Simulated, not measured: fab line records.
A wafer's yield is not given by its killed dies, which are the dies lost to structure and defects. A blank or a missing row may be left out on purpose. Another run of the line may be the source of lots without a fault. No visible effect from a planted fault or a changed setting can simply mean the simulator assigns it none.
Chamber matching / flow nand-harc / NHARC_P_M0_PRE_CLEAN_31 on pecvd-03: 3 sister chambers
The step time 12 s. 3 wafers are shown with their chamber, then 9 later ones without.

WAFERS WITH THEIR CHAMBER
wafer=L085.2; chamber=2; heater-power-w (W)=827
wafer=L089.1; chamber=1; heater-power-w (W)=654
wafer=L089.5; chamber=0; heater-power-w (W)=628

WAFERS WHOSE CHAMBER IS MISSING
wafer=L091.1; heater-power-w (W)=611
wafer=L091.3; heater-power-w (W)=584
wafer=L091.5; heater-power-w (W)=615
wafer=L093.2; heater-power-w (W)=559
wafer=L093.3; heater-power-w (W)=661
wafer=L093.5; heater-power-w (W)=790
wafer=L097.3; heater-power-w (W)=597
wafer=L097.4; heater-power-w (W)=815
wafer=L097.6; heater-power-w (W)=586

WHICH CHAMBER EACH WENT THROUGH
wafer=L091.1; from the rows above=can't be placed: 0 or 1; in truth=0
wafer=L091.3; from the rows above=can't be placed: 0 or 1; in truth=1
wafer=L091.5; from the rows above=can't be placed: 0 or 1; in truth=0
wafer=L093.2; from the rows above=can't be placed: 0 or 1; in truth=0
wafer=L093.3; from the rows above=can't be placed: 1 or 0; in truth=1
wafer=L093.5; from the rows above=2; in truth=2
wafer=L097.3; from the rows above=can't be placed: 0 or 1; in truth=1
wafer=L097.4; from the rows above=2; in truth=2
wafer=L097.6; from the rows above=can't be placed: 0 or 1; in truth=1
Placed correctly: 2 of 9. From these rows, 7 cannot be placed; in 7 the true chamber is one of the candidates. Placed wrongly: 0.
How it was worked out, from the rows above alone: a wafer's distance from a chamber is the root of the sum, over the readings, of the square of ((its reading less the chamber's mean) divided by the reading's scatter). The wafer belongs to the nearest chamber; if the next one is less than 2 further off, it can't be placed. A chamber's mean is the mean of its shown wafers. The scatter: with one shown wafer a chamber, the root of the mean of the squares of how far each hidden wafer lies from its nearest shown one.
